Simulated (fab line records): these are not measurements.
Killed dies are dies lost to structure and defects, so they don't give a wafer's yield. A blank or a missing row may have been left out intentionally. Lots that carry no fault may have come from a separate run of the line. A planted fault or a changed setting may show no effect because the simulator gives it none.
Which tool did it? ; flow n5-finfet ; Sampling: 24 lots, 72 wafers, 3 of 1938 route steps

## WHAT THE GAUGES SHOWED, per wafer
N5_BEOL_M4_CD_MEAS_28: target cd 26.2 nm, target cd y 24.1 nm.
lot;measured;on;cd-nm (nm)
L074;day 8 02:37;cd-sem-01;26.26 26.21 26.50
L075;day 8 16:02;cd-sem-03;26.25 26.36 25.74
L077;day 8 21:40;cd-sem-02;25.80 26.31 26.21
L076;day 8 22:29;cd-sem-03;26.25 26.01 26.14
L078;day 9 03:13;cd-sem-01;26.32 26.25 26.28
L079;day 9 05:32;cd-sem-01;26.58 26.54 26.25
L080;day 9 08:29;cd-sem-01;26.39 26.19 26.45
L081;day 9 20:13;cd-sem-01;26.06 26.18 25.77
L083;day 9 21:09;cd-sem-03;26.02 26.11 26.36
L082;day 10 11:10;cd-sem-03;26.18 26.21 25.94
L084;day 11 00:37;cd-sem-01;26.36 26.32 26.30
L085;day 11 01:41;cd-sem-02;26.47 26.39 26.56
L086;day 11 05:21;cd-sem-02;25.88 26.48 26.06
L087;day 11 13:03;cd-sem-02;25.99 25.97 26.34
L089;day 11 15:49;cd-sem-01;26.09 26.12 26.45
L088;day 11 17:34;cd-sem-01;26.01 26.30 26.16
L090;day 11 19:14;cd-sem-01;26.22 26.10 26.42
L092;day 12 03:49;cd-sem-02;26.54 26.41 26.34
L091;day 12 17:24;cd-sem-03;26.06 26.14 26.43
L094;day 13 00:24;cd-sem-01;26.34 26.40 26.26
L093;day 13 02:58;cd-sem-02;25.89 25.96 25.84
L095;day 13 04:52;cd-sem-03;26.13 25.82 25.93
L096;day 13 16:32;cd-sem-02;26.34 26.27 26.21
L097;day 14 01:46;cd-sem-03;26.35 26.23 26.39

N5_BEOL_M4_INSPECT_30: inspects for defects (brightfield).
lot;measured;on;raw-defect-count
L074;day 8 02:42;defect-inspect-01;313 344 329
L075;day 8 16:08;defect-inspect-02;363 381 389
L077;day 8 21:45;defect-inspect-01;285 353 326
L076;day 8 22:35;defect-inspect-01;248 307 344
L078;day 9 03:19;defect-inspect-01;349 379 322
L079;day 9 05:38;defect-inspect-01;463 392 416
L080;day 9 08:35;defect-inspect-01;256 273 402
L081;day 9 20:18;defect-inspect-02;419 456 294
L083;day 9 21:14;defect-inspect-02;283 411 311
L082;day 10 11:15;defect-inspect-01;307 375 326
L084;day 11 00:42;defect-inspect-02;381 411 441
L085;day 11 01:46;defect-inspect-02;394 370 350
L086;day 11 05:26;defect-inspect-01;457 388 365
L087;day 11 13:08;defect-inspect-02;328 327 369
L089;day 11 15:55;defect-inspect-02;247 365 349
L088;day 11 17:40;defect-inspect-02;598 377 474
L090;day 11 19:20;defect-inspect-01;314 314 260
L092;day 12 03:54;defect-inspect-01;348 355 262
L091;day 12 17:29;defect-inspect-01;395 338 426
L094;day 13 00:29;defect-inspect-02;474 661 531
L093;day 13 03:02;defect-inspect-02;366 491 377
L095;day 13 04:58;defect-inspect-02;296 360 258
L096;day 13 16:38;defect-inspect-01;399 373 444
L097;day 14 01:52;defect-inspect-02;323 376 307

## TOOL THAT RAN EACH LOT (tool first, then ch and the chambers of the sampled wafers, then the start)
lot;N5_BEOL_M4_ETCH_63
L074;rie-diel-03 ch 1,2,3, day 8 01:53
L075;rie-diel-04 ch 0,2, day 8 15:13
L077;rie-diel-04 ch 2,3, day 8 20:46
L076;rie-diel-03 ch 0,2,3, day 8 21:44
L078;rie-diel-04 ch 0,1,3, day 9 02:23
L079;rie-diel-01 ch 0,1,3, day 9 04:49
L080;rie-diel-04 ch 0,3, day 9 07:47
L081;rie-diel-04 ch 0,2,3, day 9 19:08
L083;rie-diel-03 ch 0,1, day 9 20:27
L082;rie-diel-04 ch 1,2, day 10 10:19
L084;rie-diel-03 ch 0,1,2, day 10 23:53
L085;rie-diel-03 ch 1,2, day 11 00:37
L086;rie-diel-01 ch 0,2,3, day 11 04:31
L087;rie-diel-01 ch 0,3, day 11 12:13
L089;rie-diel-01 ch 0,3, day 11 15:00
L088;rie-diel-04 ch 0,3, day 11 16:48
L090;rie-diel-03 ch 0,1,3, day 11 18:25
L092;rie-diel-01 ch 0,1,2, day 12 02:58
L091;rie-diel-03 ch 0,2,3, day 12 16:33
L094;rie-diel-01 ch 0,2,3, day 12 23:42
L093;rie-diel-03 ch 0,2, day 13 02:06
L095;rie-diel-04 ch 0,1,2, day 13 04:08
L096;rie-diel-01 ch 0,3, day 13 15:42
L097;rie-diel-03 ch 2,3, day 14 01:04
- N5_BEOL_M4_ETCH_63: etches SiARC in CF4, target depth 15.6 nm, time 26 s.

## WHAT THE TOOLS THEMSELVES READ (means of the sampled wafers that have a number; where no wafer has one, the mark that the record gives instead)
N5_BEOL_M4_ETCH_63.
lot;tool;drypump-motor-current-A (A);etch-rf-on-time-s (s);oes-product-au (a.u.);rf-vpp-V (V);showerhead-plenum-p-Torr (Torr);throttle-valve-pct (%)
L074;rie-diel-03;5.9;25.7;0.71;183.8;2.13;15.65
L075;rie-diel-04;5.6;26.3;0.66;184.8;2.18;15.78
L077;rie-diel-04;5.6;26.4;0.66;184.1;2.24;15.91
L076;rie-diel-03;5.5;25.7;0.71;184.3;2.13;15.73
L078;rie-diel-04;5.8;26.0;0.72;184.4;2.21;15.50
L079;rie-diel-01;5.9;26.0;0.65;183.0;2.08;15.61
L080;rie-diel-04;5.5;25.8;0.71;184.3;2.15;15.42
L081;rie-diel-04;5.5;26.1;0.69;185.0;2.19;15.68
L083;rie-diel-03;5.9;25.5;0.79;184.1;2.10;15.28
L082;rie-diel-04;5.8;26.4;0.65;185.1;2.23;15.89
L084;rie-diel-03;5.6;25.9;0.73;184.0;2.14;15.54
L085;rie-diel-03;5.8;25.6;0.68;184.7;2.18;15.72
L086;rie-diel-01;6.0;26.1;0.64;183.7;2.08;15.58
L087;rie-diel-01;6.0;25.7;0.67;182.7;2.06;15.49
L089;rie-diel-01;5.9;25.8;0.66;182.5;2.06;15.50
L088;rie-diel-04;5.5;26.1;0.70;184.0;2.14;15.44
L090;rie-diel-03;5.7;25.5;0.72;184.0;2.08;15.54
L092;rie-diel-01;6.0;26.1;0.69;183.0;2.09;15.41
L091;rie-diel-03;5.5;25.8;0.67;183.3;2.12;15.79
L094;rie-diel-01;6.0;26.0;0.62;183.6;2.07;15.61
L093;rie-diel-03;5.4;25.9;0.67;184.3;2.17;15.84
L095;rie-diel-04;5.8;25.9;0.67;184.0;2.18;15.69
L096;rie-diel-01;5.8;25.6;0.64;182.7;2.06;15.70
L097;rie-diel-03;5.6;26.1;0.62;183.8;2.16;16.00

## THE ANSWER, worked out from the rows above alone
Rule: the lots themselves supply what counts as usual. The widest of any qualifying gaps counts: lots, ordered by their means at a reading, are off when they make up no more than a third of the lots, leave a main group of 4 or more, and stand apart from it by 3 or more times the standard deviation of that group's means. The tables above print the reading to a certain number of digits; a main group whose means all agree to those digits is not used. Also off: a lot with no number at a reading for which 4 or more lots have one. Where the step has rows for the other lots, those lots are counted as sound. The gauges are gone through in route order, then the tools' own readings, and for those a lot's mean is taken as printed above. At the first step where some lot is off, the reading lying furthest off is the one used; lots without a number count as furthest.
No lot is off at any reading shown: from this, nothing can be told.

## WHAT THE SIMULATOR HAD INSERTED
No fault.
